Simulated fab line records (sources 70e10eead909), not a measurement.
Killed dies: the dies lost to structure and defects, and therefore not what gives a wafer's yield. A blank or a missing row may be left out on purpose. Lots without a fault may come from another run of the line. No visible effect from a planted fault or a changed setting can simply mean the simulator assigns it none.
2 desks looking at one fault | flow nandHarc | each desk holds nothing but its own numbers, with what lay behind them at the end

AT THE METROLOGY DESK
What the gauges read for every lot (on any tool): the sampled wafers with a number, averaged. A lot is out of limits, marked OUT, if its mean lies more than 4 standard deviations from the usual mean; the brackets give that distance.
Columns: A = thkNm at NHARC_A_BONDPAD_THK_MEAS_20, usual 169.6 nm; B = overlayXNm at NHARC_HYBRID_BOND_OVL_MEAS_05, usual 4 nm; C = overlayYNm at NHARC_HYBRID_BOND_OVL_MEAS_05, usual 0 nm
lot  | first seen here | A     | B   | C
L161 | day 23 11:25    | 168.9 | 15  | 27
L160 | day 23 17:12    | 168.6 | 0   | -8
L159 | day 23 18:42    | 169.9 | 11  | 35
L162 | day 24 11:53    | 168.4 | -5  | 17
L163 | day 24 12:16    | 171.3 | 26  | 17
L165 | day 24 23:13    | 169.8 | 6   | -7
L164 | day 25 00:31    | 168.5 | 4   | 4
L167 | day 26 19:17    | 169.7 | 2   | -16
L168 | day 26 23:35    | 169.0 | -6  | 0
L172 | day 28 02:04    | 169.7 | 43  | -17
L173 | day 28 18:46    | 168.3 | -29 | -29
L177 | day 31 06:00    | 170.9 | 48  | 14
L181 | day 32 04:25    | 169.4 | -18 | -9
This desk found nothing out of limits on any of the 13 lots.

DESK OF THE TOOL OWNER: rieDiel-11
The tool's own readings at NHARC_A_CONTACT_ETCH_91 (etches the open film in CH3F/O2, target depth 40 nm, time 85.7 s): means of the sampled wafers that have a number, for each lot that ran on this tool. A lot is out of limits, marked OUT, if its mean lies more than 4 standard deviations from the usual mean; the brackets give that distance.
Columns: A = drypumpMotorCurrentA at NHARC_A_CONTACT_ETCH_91, usual 5.7 A; B = oesProductAu at NHARC_A_CONTACT_ETCH_91, usual 0.938 a.u.; C = rfVppV at NHARC_A_CONTACT_ETCH_91, usual 245.7 V; D = showerheadPlenumPTorr at NHARC_A_CONTACT_ETCH_91, usual 2.56 Torr; E = throttleValvePct at NHARC_A_CONTACT_ETCH_91, usual 20.663 %
lot  | first seen here | A   | B     | C     | D    | E
L161 | day 22 09:37    | 5.7 | 0.925 | 245.6 | 2.57 | 20.671
L160 | day 22 15:07    | 5.7 | 0.921 | 245.4 | 2.57 | 20.674
L159 | day 22 15:55    | 5.6 | 0.932 | 246.3 | 2.61 | 20.670
L162 | day 23 08:10    | 5.7 | 0.922 | 246.6 | 2.61 | 20.665
L165 | day 23 21:49    | 5.7 | 0.916 | 246.2 | 2.61 | 20.668
L164 | day 23 23:03    | 5.6 | 0.929 | 245.4 | 2.56 | 20.658
L167 | day 25 18:00    | 5.8 | 0.921 | 246.2 | 2.61 | 20.657
L172 | day 26 22:28    | 5.7 | 1.002 | 246.6 | 2.56 | 20.670
L173 | day 27 17:27    | 5.7 | 0.931 | 245.7 | 2.60 | 20.663
This desk found nothing out of limits on any of the 9 lots.

TAKEN TOGETHER
The metrology desk saw nothing out of limits.
The desk of the tool owner found nothing out of limits.

WHAT THE SIMULATOR HAD INSERTED
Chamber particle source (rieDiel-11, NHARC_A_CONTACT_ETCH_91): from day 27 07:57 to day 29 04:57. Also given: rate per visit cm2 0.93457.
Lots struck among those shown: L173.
